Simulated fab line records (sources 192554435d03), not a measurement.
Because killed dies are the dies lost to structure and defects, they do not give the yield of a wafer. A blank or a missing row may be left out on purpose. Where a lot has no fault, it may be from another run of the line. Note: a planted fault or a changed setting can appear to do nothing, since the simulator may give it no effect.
Problem report in the 8D (eight disciplines) form, filled by code || flow n5_finfet || the parts of the form that need people (team, actions taken, sign-off) are left out

== 1. PROBLEM STATEMENT ==
time_to_endpoint_s at N5_BEOL_M10_CMP_52 reads a mean of 46.6 s on 2 wafers of 2 lots; wafers without a fault read 65.9 s with a standard deviation of 2.8. Measured from the usual mean, that is -6.9 standard deviations.
The step: polishes, stops on SiCOH lowk, t overpolish 7 s, target thk 140 nm.
First seen on wafer L631.2, day 13 02:45, on cmp-01. At this step, 33 wafers from 12 lots have a number in the record. Rule for "out", or "out of limits": more than 4 standard deviations from the usual mean. The other wafers with a number count as sound.

== 2. WHAT IT IS, WHAT IT ISN'T ==
{"question": "which readings at this step", "is": "time_to_endpoint_s", "is not": "edge_zone_pressure_frac, motor_current_A, retaining_ring_pressure_frac, slurry_filter_dp_kPa"}
{"question": "which lots", "is": "L631, L632", "is not": "L621, L622, L624, L629, L635, L639, L640, L642, L643, L644"}
{"question": "which wafers of those lots", "is": "L631.2, L632.5", "is not": "L631.4, L631.6, L632.3, L632.4"}
{"question": "read on which tools", "is": "cmp-01", "is not": "cmp-02, cmp-03"}
{"question": "when", "is": "from day 13 02:45", "is not": "up to then (14 sound wafers); but 17 sound wafers of L632, L635, L639, L640, L642, L643, L644 came after"}

== 3. THE SUSPECTS, EACH WITH WHAT RULES IT OUT ==
Counting: a tool at a process step up to the reading stays a suspect if it ran every lot that is out. Sound lots after the first of them don't rule it out here, since some wafers of a struck lot are sound.
- ecd_cu-02 at N5_BEOL_M10_ECD_50 (material Cu, target thk 318 nm): kept. It processed each lot that is out (first: L631, day 13 02:19); up to then, its last sound lot is L624 (day 11 16:19).
- cmp-01 at N5_BEOL_M10_CMP_52 (polishes, stops on SiCOH lowk, t overpolish 7 s, target thk 140 nm): kept. It ran every lot that is out, first L631 (day 13 02:45). On those wafers its own readings are out: time_to_endpoint_s.
What counting leaves: ecd_cu-02 at N5_BEOL_M10_ECD_50 and cmp-01 at N5_BEOL_M10_CMP_52.

== 4. THE CAUSE (what the simulator had put in) ==
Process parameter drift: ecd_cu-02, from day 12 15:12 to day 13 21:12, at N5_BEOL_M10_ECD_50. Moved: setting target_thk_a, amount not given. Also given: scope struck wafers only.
Counting left 2 suspects, and this tool is among them.

== 5. THE CHAIN OF EFFECTS, in route order ==
Rows list readings where the struck wafers' mean (over those with a number) sits beyond 3 standard deviations from the usual. Scope: only readings with a usual standard deviation given in the record; hours: median across lots of the time from each lot's start at the first step in this table that gives one to its start at this step; sigmas: change in usual standard deviations.
{"hours": 0, "step": "N5_BEOL_M10_CMP_52", "reading": "time_to_endpoint_s", "usual": "65.9 s", "on struck wafers": 46.6, "change": -19.3, "sigmas": -6.9}
Its process steps:
- N5_BEOL_M10_CMP_52: polishes, stops on SiCOH lowk, t overpolish 7 s, target thk 140 nm.

== 6. WHAT WOULD HAVE CAUGHT IT SOONER ==
The fault began at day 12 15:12; the first out-of-limits reading in this record came at day 13 02:45, 12 hours later.
Among the 2 lots that are out, L632 began N5_BEOL_M10_ECD_50 on ecd_cu-02 after day 13 02:45. It would have been spared by a hold on the tool at that moment.
